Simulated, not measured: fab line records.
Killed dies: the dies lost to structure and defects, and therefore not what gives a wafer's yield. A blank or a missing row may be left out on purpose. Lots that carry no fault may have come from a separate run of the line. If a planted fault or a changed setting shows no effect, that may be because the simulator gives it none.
fab line records + flow n5Finfet
[record]
- lots = 9
- wafers = 24
- lastDay = 16
route steps=1938 shown FIN_SAQP@147 FIN_CUT@166 BEOL_M4@1111
lots untouched by any fault: they come from a run of this same line in which no faults occurred
startH: hours from the record's first day to the start of the lot's first wafer shown + waitH: how many hours have passed since the lot's step before this one + " unchanged from the row above + L1.1+2: a single row standing in for several wafers + - value missing, or start not given + * or withheld: withheld + < > ~ a bound
route shown NAME@n: names a module that has steps shown in the file, with the first one's number in the route + usual: mean/standard deviation taken from wafers without a fault + same: alike in all rows + chamber/n: place in a boat + sites: each site's reading + _std_site: how widely they spread, as a standard deviation + _edge_site: inner sites' mean taken away from outer sites' mean + radiusMm: how far each site lies from the wafer's centre + mask NAME#n: copy n + behind: the last tool/chamber to shape the wafer + hold: why the lot was held/for how many hours/how that ended + device: which transistor (n, p or np) failed to switch + end of line: the tests these same wafers got at the end of their route + where a step has no rows: the recipe by itself + killed: the dies lost at the first sort to structure and to defects; this is not the yield of the wafer + map: dies across one wafer; x = killed, . = not, _ = none there
set.NAME: the setting the step ran with; set.NAME@STEP: the setting that earlier step ran with + model.NAME: the simulator's own value behind a step, which no gauge read
one table for each step of the route and one row for each wafer, over a sample of lots
services: a tool's chamber out of use, with start hour (startH, from the record's first day; less than 0 if before it), hours out, and reason
[[steps]]
[step N5_FIN_SAQP_FIN_ETCH_36]
[recipe]
- chemistry = HBr/Cl2/O2
- targetDepthA = 1200
- maskMaterial = SiNx
- timeS = 50.4
- biasW = 102
- pressureMtorr = 10
- icpW = 800
- HBr_flow_sccm = 150
- Cl2_flow_sccm = 80
- O2_flow_sccm = 12
[usual]
- drypumpMotorCurrentA = 5.7/0.42
- oesProductAu = 0.998/0.022
- throttleValvePct = 36.0/0.37
| lot.wafer | tool     | chamber | startH | waitH | drypumpMotorCurrentA | oesProductAu | rfHoursCounterH | throttleValvePct |
|-----------|----------|---------|--------|-------|----------------------|--------------|-----------------|------------------|
| L337.2    | rieSi-04 | 2       | 44.62  | 0.0   | 6.0                  | 1.016        | 50              | 36.6             |
| L337.4    | "        | 3       | "      | "     | 5.9                  | 0.993        | 194             | 35.3             |
| L337.5    | "        | 1       | "      | "     | 5.9                  | 0.966        | -               | 36.2             |
| L338.2    | rieSi-04 | 1       | 51.25  | 0.0   | 5.9                  | 0.964        | 48              | 36.3             |
| L338.5    | "        | 1       | "      | "     | 5.9                  | 0.980        | -               | 36.2             |
| L338.6    | "        | 0       | "      | "     | 6.0                  | 0.986        | -               | 36.2             |
| L339.2    | rieSi-04 | 0       | 59.62  | 0.0   | 6.0                  | 0.969        | 125             | 36.2             |
| L339.4    | "        | 1       | "      | "     | 5.9                  | 0.982        | 48              | 36.2             |
| L339.6    | "        | 3       | "      | "     | 5.9                  | 1.000        | -               | 35.4             |
| L340.5    | rieSi-02 | 3       | 65.14  | 0.0   | 5.7                  | 1.012        | -               | 35.5             |
| L340.6    | "        | 2       | "      | "     | 4.9                  | 1.018        | -               | 36.3             |
| L342.2    | rieSi-02 | 2       | 75.43  | 0.0   | 4.9                  | 1.012        | 75              | 36.3             |
| L342.3    | "        | 3       | "      | "     | 5.6                  | 1.022        | 130             | 35.5             |
| L343.1    | rieSi-04 | 2       | 80.52  | 0.0   | 6.0                  | 1.002        | 50              | 36.7             |
| L343.3    | "        | 3       | "      | "     | 5.9                  | 0.984        | 195             | 35.4             |
| L343.4    | "        | 0       | "      | "     | 6.0                  | 0.970        | 125             | 36.2             |
| L345.4    | rieSi-04 | 1       | 93.00  | 0.0   | 5.8                  | 0.961        | 49              | 36.3             |
| L345.6    | "        | 0       | "      | "     | 6.0                  | 0.978        | -               | 36.2             |
| L346.1    | rieSi-04 | 3       | 100.38 | 0.0   | 5.9                  | 0.982        | 195             | 35.4             |
| L346.2    | "        | 2       | "      | "     | 6.0                  | 1.025        | 51              | 36.6             |
| L346.4    | "        | 0       | "      | "     | 6.0                  | 0.972        | 125             | 36.2             |
| L354.3    | rieSi-02 | 3       | 146.91 | 0.0   | 5.7                  | 1.017        | 132             | 35.5             |
| L354.4    | "        | 2       | "      | "     | 4.9                  | 1.014        | 77              | 36.3             |
| L354.6    | "        | 0       | "      | "     | 5.3                  | 0.973        | -               | 36.1             |
[step N5_FIN_CUT_DESCUM_13]
[recipe]
- chemistry = O2
- timeS = 7
- sourcePowerW = 50
- biasPowerW = 20
- pressureMtorr = 20
- rfFrequencyHz = 2.712e+07
- tempC = 40
- resist = CAR-EUV
- o2FlowSccm = 225
[usual]
- drypumpMotorCurrentA = 5.58/0.28
- oesProductAu = 0.77/0.073
- rfVppV = 243.7/1.1
- showerheadPlenumPTorr = 2.12/0.046
- throttleValvePct = 20.42/0.22
| lot.wafer | tool       | chamber | startH | waitH | drypumpMotorCurrentA | oesProductAu | rfHoursCounterH | rfVppV | showerheadPlenumPTorr | throttleValvePct |
|-----------|------------|---------|--------|-------|----------------------|--------------|-----------------|--------|-----------------------|------------------|
| L337.2    | rieDiel-05 | 2       | 45.29  | 0.0   | 5.56                 | 0.93         | 12              | 243.2  | 2.13                  | 20.23            |
| L337.4    | "          | 3       | "      | "     | 5.56                 | 0.72         | 177             | 243.9  | 2.09                  | 20.62            |
| L337.5    | "          | 1       | "      | "     | 5.28                 | 0.85         | -               | 242.7  | 2.13                  | 20.15            |
| L338.2    | rieDiel-06 | 0       | 52.09  | 0.0   | 5.84                 | 0.76         | 129             | 245.5  | 2.16                  | 20.23            |
| L338.5    | "          | 1       | "      | "     | 5.26                 | 0.70         | -               | 244.2  | 2.15                  | 20.45            |
| L338.6    | "          | 0       | "      | "     | 5.84                 | 0.76         | -               | 245.2  | 2.16                  | 20.24            |
| L339.2    | rieDiel-01 | 3       | 60.30  | 0.0   | 5.77                 | 0.78         | 157             | 244.1  | 2.16                  | 20.01            |
| L339.4    | "          | 0       | "      | "     | 6.08                 | 0.67         | 230             | 244.2  | 2.17                  | 20.87            |
| L339.6    | "          | 0       | "      | "     | 6.09                 | 0.67         | -               | 242.9  | 2.17                  | 20.87            |
| L340.5    | rieDiel-06 | 3       | 65.79  | 0.0   | 5.32                 | 0.91         | -               | 242.6  | 2.05                  | 20.35            |
| L340.6    | "          | 2       | "      | "     | 5.56                 | 0.74         | -               | 244.5  | 2.10                  | 20.53            |
| L342.2    | rieDiel-06 | 0       | 76.11  | 0.0   | 5.83                 | 0.75         | 137             | 244.9  | 2.16                  | 20.24            |
| L342.3    | "          | 2       | "      | "     | 5.56                 | 0.75         | 158             | 242.1  | 2.10                  | 20.52            |
| L343.1    | rieDiel-06 | 0       | 81.23  | 0.1   | 5.85                 | 0.75         | 139             | 246.0  | 2.16                  | 20.24            |
| L343.3    | "          | 1       | "      | "     | 5.28                 | 0.69         | 239             | 243.7  | 2.15                  | 20.45            |
| L343.4    | "          | 2       | "      | "     | 5.56                 | 0.74         | 160             | 243.6  | 2.10                  | 20.54            |
| L345.4    | rieDiel-05 | 2       | 93.69  | 0.0   | 5.55                 | 0.88         | 27              | 243.0  | 2.12                  | 20.25            |
| L345.6    | "          | 3       | "      | "     | 5.55                 | 0.72         | -               | 241.6  | 2.08                  | 20.64            |
| L346.1    | rieDiel-06 | 1       | 101.06 | 0.0   | 5.27                 | 0.69         | 245             | 244.5  | 2.15                  | 20.48            |
| L346.2    | "          | 0       | "      | "     | 5.86                 | 0.75         | 145             | 244.6  | 2.15                  | 20.25            |
| L346.4    | "          | 3       | "      | "     | 5.34                 | 0.87         | 46              | 242.3  | 2.04                  | 20.36            |
| L354.3    | rieDiel-06 | 3       | 147.72 | 0.0   | 5.31                 | 0.87         | 61              | 242.3  | 2.04                  | 20.37            |
| L354.4    | "          | 3       | "      | "     | 5.29                 | 0.86         | -               | 243.6  | 2.04                  | 20.37            |
| L354.6    | "          | 2       | "      | "     | 5.54                 | 0.72         | -               | 243.2  | 2.09                  | 20.57            |
[step N5_FIN_CUT_ETCH_30]
[recipe]
- chemistry = N2/H2
- target = underlayer
- targetDepthA = 130
- maskMaterial = CAR-EUV
- timeS = 10.4
- ionEnergyEv = 200
- pressureMtorr = 30
- sourceW = 840
- biasW = 150
- n2FlowSccm = 200
- h2FlowSccm = 200
- ends = cleared
[usual]
- drypumpMotorCurrentA = 5.59/0.28
- etchRfOnTimeS = 10.45/0.27
- oesProductAu = 0.65/0.065
- rfVppV = 524.8/1.8
- showerheadPlenumPTorr = 2.58/0.058
- throttleValvePct = 17.91/0.18
| lot.wafer | tool       | chamber | startH | waitH | drypumpMotorCurrentA | etchRfOnTimeS | oesProductAu | rfHoursCounterH | rfVppV | showerheadPlenumPTorr | throttleValvePct |
|-----------|------------|---------|--------|-------|----------------------|---------------|--------------|-----------------|--------|-----------------------|------------------|
| L337.2    | rieDiel-05 | 2       | 45.33  | 0.0   | 5.55                 | 10.23         | 0.80         | 12              | 526.5  | 2.61                  | 17.93            |
| L337.4    | "          | 3       | "      | "     | 5.54                 | 10.41         | 0.62         | 177             | 523.7  | 2.51                  | 17.86            |
| L337.5    | "          | 1       | "      | "     | 5.28                 | 10.02         | 0.75         | -               | 525.9  | 2.60                  | 17.67            |
| L338.2    | rieDiel-06 | 0       | 52.12  | 0.0   | 5.84                 | 10.86         | 0.65         | 129             | 529.1  | 2.66                  | 17.91            |
| L338.5    | "          | 1       | "      | "     | 5.26                 | 10.63         | 0.58         | -               | 526.6  | 2.61                  | 17.80            |
| L338.6    | "          | 0       | "      | "     | 5.83                 | 10.82         | 0.64         | -               | 526.6  | 2.66                  | 17.90            |
| L339.2    | rieDiel-01 | 3       | 60.33  | 0.0   | 5.74                 | 10.38         | 0.67         | 157             | 526.9  | 2.65                  | 17.56            |
| L339.4    | "          | 0       | "      | "     | 6.11                 | 10.64         | 0.58         | 230             | 526.5  | 2.63                  | 18.35            |
| L339.6    | "          | 0       | "      | "     | 6.10                 | 10.73         | 0.58         | -               | 525.3  | 2.63                  | 18.36            |
| L340.5    | rieDiel-06 | 3       | 65.82  | 0.0   | 5.31                 | 10.12         | 0.77         | -               | 521.2  | 2.50                  | 17.89            |
| L340.6    | "          | 2       | "      | "     | 5.58                 | 10.73         | 0.62         | -               | 523.7  | 2.55                  | 17.90            |
| L342.2    | rieDiel-06 | 0       | 76.14  | 0.0   | 5.85                 | 10.82         | 0.63         | 137             | 527.0  | 2.66                  | 17.92            |
| L342.3    | "          | 2       | "      | "     | 5.57                 | 10.59         | 0.63         | 158             | 522.7  | 2.55                  | 17.92            |
| L343.1    | rieDiel-06 | 0       | 81.27  | 0.0   | 5.85                 | 10.79         | 0.64         | 139             | 526.2  | 2.66                  | 17.93            |
| L343.3    | "          | 1       | "      | "     | 5.29                 | 10.52         | 0.58         | 239             | 523.8  | 2.60                  | 17.83            |
| L343.4    | "          | 2       | "      | "     | 5.57                 | 10.56         | 0.62         | 160             | 523.9  | 2.54                  | 17.94            |
| L345.4    | rieDiel-05 | 2       | 93.72  | 0.0   | 5.57                 | 10.22         | 0.77         | 27              | 524.6  | 2.61                  | 17.94            |
| L345.6    | "          | 3       | "      | "     | 5.56                 | 10.35         | 0.62         | -               | 522.9  | 2.51                  | 17.89            |
| L346.1    | rieDiel-06 | 1       | 101.09 | 0.0   | 5.27                 | 10.64         | 0.58         | 245             | 525.8  | 2.60                  | 17.82            |
| L346.2    | "          | 0       | "      | "     | 5.84                 | 11.03         | 0.63         | 145             | 527.1  | 2.65                  | 17.92            |
| L346.4    | "          | 3       | "      | "     | 5.23                 | 10.29         | 0.75         | 46              | 523.6  | 2.50                  | 17.91            |
| L354.3    | rieDiel-06 | 3       | 147.75 | 0.0   | 5.32                 | 10.10         | 0.74         | 61              | 523.6  | 2.49                  | 17.93            |
| L354.4    | "          | 3       | "      | "     | 5.31                 | 10.17         | 0.74         | -               | 521.6  | 2.49                  | 17.95            |
| L354.6    | "          | 2       | "      | "     | 5.58                 | 10.57         | 0.61         | -               | 523.8  | 2.53                  | 17.98            |
[step N5_FIN_CUT_CUT_ETCH_26]
[recipe]
- chemistry = CH3F/O2
- target = SiNx
- targetDepthA = 390
- maskMaterial = SOC
- timeS = 55.7
- pressureMtorr = 30
- sourceW = 395
- biasW = 73
- Ar_flow_sccm = 150
- CH3F_flow_sccm = 30
- O2_flow_sccm = 20
- ionEnergyEv = 120
[usual]
- drypumpMotorCurrentA = 5.58/0.28
- oesProductAu = 0.77/0.076
- rfVppV = 296/4.5
- showerheadPlenumPTorr = 2.03/0.048
- throttleValvePct = 16.37/0.18
| lot.wafer | tool       | chamber | startH | waitH | drypumpMotorCurrentA | oesProductAu | rfHoursCounterH | rfVppV | showerheadPlenumPTorr | throttleValvePct |
|-----------|------------|---------|--------|-------|----------------------|--------------|-----------------|--------|-----------------------|------------------|
| L337.2    | rieDiel-05 | 2       | 45.73  | 0.0   | 5.56                 | 0.94         | 12              | 302    | 2.05                  | 16.21            |
| L337.4    | "          | 3       | "      | "     | 5.53                 | 0.74         | 178             | 294    | 1.99                  | 16.55            |
| L337.5    | "          | 1       | "      | "     | 5.29                 | 0.86         | -               | 306    | 2.01                  | 15.95            |
| L338.2    | rieDiel-06 | 0       | 52.53  | 0.0   | 5.84                 | 0.75         | 129             | 295    | 2.09                  | 16.31            |
| L338.5    | "          | 1       | "      | "     | 5.29                 | 0.68         | -               | 292    | 2.07                  | 16.52            |
| L338.6    | "          | 0       | "      | "     | 5.83                 | 0.76         | -               | 296    | 2.09                  | 16.32            |
| L339.2    | rieDiel-01 | 3       | 60.73  | 0.0   | 5.74                 | 0.77         | 158             | 304    | 2.08                  | 16.08            |
| L339.4    | "          | 0       | "      | "     | 6.06                 | 0.68         | 231             | 293    | 2.04                  | 16.59            |
| L339.6    | "          | 0       | "      | "     | 6.07                 | 0.68         | -               | 294    | 2.04                  | 16.60            |
| L340.5    | rieDiel-06 | 3       | 66.23  | 0.0   | 5.30                 | 0.91         | -               | 292    | 1.96                  | 16.21            |
| L340.6    | "          | 2       | "      | "     | 5.55                 | 0.74         | -               | 291    | 2.00                  | 16.48            |
| L342.2    | rieDiel-06 | 0       | 76.54  | 0.0   | 5.83                 | 0.76         | 137             | 294    | 2.08                  | 16.33            |
| L342.3    | "          | 2       | "      | "     | 5.56                 | 0.73         | 158             | 292    | 2.00                  | 16.49            |
| L343.1    | rieDiel-06 | 0       | 81.67  | 0.0   | 5.84                 | 0.75         | 140             | 295    | 2.08                  | 16.34            |
| L343.3    | "          | 1       | "      | "     | 5.29                 | 0.68         | 239             | 295    | 2.07                  | 16.52            |
| L343.4    | "          | 2       | "      | "     | 5.57                 | 0.74         | 160             | 292    | 2.00                  | 16.48            |
| L345.4    | rieDiel-05 | 2       | 94.12  | 0.0   | 5.55                 | 0.90         | 28              | 303    | 2.04                  | 16.26            |
| L345.6    | "          | 3       | "      | "     | 5.56                 | 0.72         | -               | 295    | 1.98                  | 16.57            |
| L346.1    | rieDiel-06 | 1       | 101.50 | 0.0   | 5.29                 | 0.67         | 245             | 294    | 2.07                  | 16.51            |
| L346.2    | "          | 0       | "      | "     | 5.85                 | 0.75         | 145             | 295    | 2.08                  | 16.34            |
| L346.4    | "          | 3       | "      | "     | 5.25                 | 0.88         | 46              | 294    | 1.95                  | 16.22            |
| L354.3    | rieDiel-06 | 3       | 148.16 | 0.0   | 5.34                 | 1.03         | 62              | 293    | 1.95                  | 16.28            |
| L354.4    | "          | 3       | "      | "     | 5.27                 | 1.03         | -               | 293    | 1.95                  | 16.31            |
| L354.6    | "          | 2       | "      | "     | 5.57                 | 0.72         | -               | 291    | 1.99                  | 16.53            |
[step N5_BEOL_M4_RC_MEAS_101]
[usual]
- DIBL_N = 35.8/1.5
- DIBL_P = 35.9/1.8
- IOFF_N = 0.152/0.025
- IOFF_P = 0.21/0.031
- ION_N = 672/11
- ION_P = 462/7.4
- SS_N = 71.5/0.52
- SS_P = 73.2/0.54
- VT_N = 250/3
- VT_P = -250/3.3
| lot.wafer | tool      | chamber | startH | waitH | DIBL_N[mV/V] | DIBL_P[mV/V] | IOFF_N[nA/um] | IOFF_P[nA/um] | ION_N[uA/um] | ION_P[uA/um] | SS_N[mV/dec] | SS_P[mV/dec] | VT_N[mV] | VT_P[mV] |
|-----------|-----------|---------|--------|-------|--------------|--------------|---------------|---------------|--------------|--------------|--------------|--------------|----------|----------|
| L337.2    | prober-01 | 0       | 178.69 | 0.2   | 34.4         | 31.2         | 0.096         | 0.13          | 655          | 449          | 70.5         | 72.3         | 261      | -260     |
| L337.4    | "         | 0       | "      | "     | 37.0         | 34.5         | 0.137         | 0.18          | 672          | 458          | 71.1         | 73.2         | 253      | -254     |
| L337.5    | "         | 0       | "      | "     | 36.8         | 34.3         | 0.137         | 0.18          | 669          | 458          | 71.2         | 73.1         | 251      | -255     |
| L338.2    | prober-01 | 0       | 199.76 | 0.2   | 33.9         | 34.8         | 0.122         | 0.16          | 670          | 457          | 70.9         | 72.9         | 250      | -254     |
| L338.5    | "         | 0       | "      | "     | 34.9         | 35.9         | 0.143         | 0.17          | 674          | 452          | 70.7         | 73.0         | 251      | -252     |
| L338.6    | "         | 0       | "      | "     | 34.1         | 35.4         | 0.125         | 0.16          | 665          | 459          | 71.5         | 72.6         | 251      | -256     |
| L339.2    | prober-02 | 0       | 202.37 | 0.2   | 36.1         | 34.1         | 0.143         | 0.20          | 678          | 465          | 71.3         | 73.3         | 251      | -249     |
| L339.4    | "         | 0       | "      | "     | 36.7         | 34.2         | 0.153         | 0.20          | 659          | 449          | 71.6         | 73.1         | 249      | -247     |
| L339.6    | "         | 0       | "      | "     | 36.1         | 35.3         | 0.155         | 0.22          | 664          | 461          | 70.4         | 73.9         | 248      | -247     |
| L342.2    | prober-02 | 0       | 215.76 | 0.2   | 34.6         | 34.5         | 0.115         | 0.15          | 652          | 449          | 71.6         | 72.3         | 256      | -255     |
| L342.3    | "         | 0       | "      | "     | 36.3         | 36.1         | 0.146         | 0.18          | 669          | 463          | 71.1         | 72.7         | 252      | -253     |
| L340.5    | prober-02 | 0       | 219.01 | 0.6   | 36.8         | 38.6         | 0.155         | 0.19          | 678          | 459          | 71.0         | 73.4         | 252      | -252     |
| L340.6    | "         | 0       | "      | "     | 37.5         | 38.5         | 0.170         | 0.20          | 676          | 463          | 70.9         | 73.9         | 251      | -254     |
| L343.1    | prober-01 | 0       | 230.98 | 0.0   | 35.9         | 35.9         | 0.158         | 0.21          | 673          | 464          | 71.3         | 72.6         | 248      | -245     |
| L343.3    | "         | 0       | "      | "     | 36.2         | 36.9         | 0.169         | 0.23          | 684          | 469          | 71.0         | 73.7         | 248      | -248     |
| L343.4    | "         | 0       | "      | "     | 35.8         | 36.0         | 0.161         | 0.21          | 685          | 466          | 70.9         | 73.8         | 248      | -251     |
| L346.1    | prober-01 | 0       | 236.76 | 0.0   | 37.1         | 37.8         | 0.177         | 0.23          | 667          | 458          | 71.3         | 74.7         | 248      | -248     |
| L346.2    | "         | 0       | "      | "     | 34.2         | 34.8         | 0.128         | 0.18          | 677          | 467          | 71.8         | 73.7         | 252      | -250     |
| L346.4    | "         | 0       | "      | "     | 35.5         | 36.5         | 0.145         | 0.20          | 672          | 459          | 71.3         | 74.1         | 251      | -253     |
| L345.4    | prober-02 | 0       | 240.38 | 0.5   | 36.5         | 35.2         | 0.167         | 0.21          | 681          | 466          | 72.1         | 72.9         | 251      | -246     |
| L345.6    | "         | 0       | "      | "     | 35.9         | 34.6         | 0.151         | 0.20          | 670          | 462          | 70.9         | 73.4         | 250      | -248     |
| L354.3    | prober-01 | 0       | 289.49 | 0.3   | 34.0         | 34.4         | 0.141         | 0.21          | 664          | 463          | 72.0         | 73.1         | 252      | -247     |
| L354.4    | "         | 0       | "      | "     | 33.5         | 34.2         | 0.127         | 0.20          | 648          | 457          | 70.8         | 72.4         | 253      | -247     |
| L354.6    | "         | 0       | "      | "     | 34.8         | 36.0         | 0.159         | 0.24          | 689          | 473          | 71.4         | 73.4         | 249      | -246     |
[[services]]
| tool       | chamber | startH | hours | kind                        |
|------------|---------|--------|-------|-----------------------------|
| rieSi-02   | 1       | 26.48  | 19.3  | repair                      |
| rieDiel-01 | 0       | 35.29  | 4.0   | repair                      |
| rieSi-02   | -       | 43.05  | 3.5   | repair                      |
| rieDiel-05 | 1       | 73.51  | 5.2   | repair                      |
| rieSi-02   | -       | 83.60  | 2.8   | pm                          |
| rieDiel-01 | 0       | 126.57 | -     | clean                       |
| rieDiel-01 | 0       | 126.57 | -     | consumableReplace:focusRing |
| rieDiel-01 | 0       | 126.57 | 18.5  | scheduledDown               |
| rieDiel-01 | 0       | 126.57 | 18.5  | ventCycle                   |
| rieDiel-06 | 1       | 130.63 | 9.8   | repair                      |
| rieSi-04   | 3       | 139.61 | -     | clean                       |
| rieSi-04   | 3       | 139.61 | 21.5  | scheduledDown               |
| rieSi-04   | 3       | 139.61 | 21.5  | ventCycle                   |
| rieDiel-06 | 1       | 140.64 | -     | clean                       |
| rieDiel-06 | 1       | 140.64 | -     | consumableReplace:focusRing |
| rieDiel-06 | 1       | 140.64 | 25.2  | scheduledDown               |
| rieDiel-06 | 1       | 140.64 | 25.2  | ventCycle                   |
[[key]]
[firstSign]
- step = N5_FIN_CUT_CUT_ETCH_26
- reading = oesProductAu
- direction = up
- sigmas = 3.5
- usual = 0.77
- struck = 1.03
effect none on later readings
metAt N5_FIN_CUT_CUT_ETCH_26
struckLots L354
struckWafers L354.3,L354.4
notActingAt N5_FIN_SAQP_FIN_ETCH_36,N5_FIN_CUT_DESCUM_13,N5_FIN_CUT_ETCH_30
onsetBetween 101.50 148.16
[fault]
- kind = processParameterDrift
- tool = rieDiel-06
- chamber = -
- onsetH = 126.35
- steps = N5_FIN_CUT_CUT_ETCH_26
- channel = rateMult
- offset = 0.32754
- shape = step
- endH = 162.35
- scope = struckWafersOnly
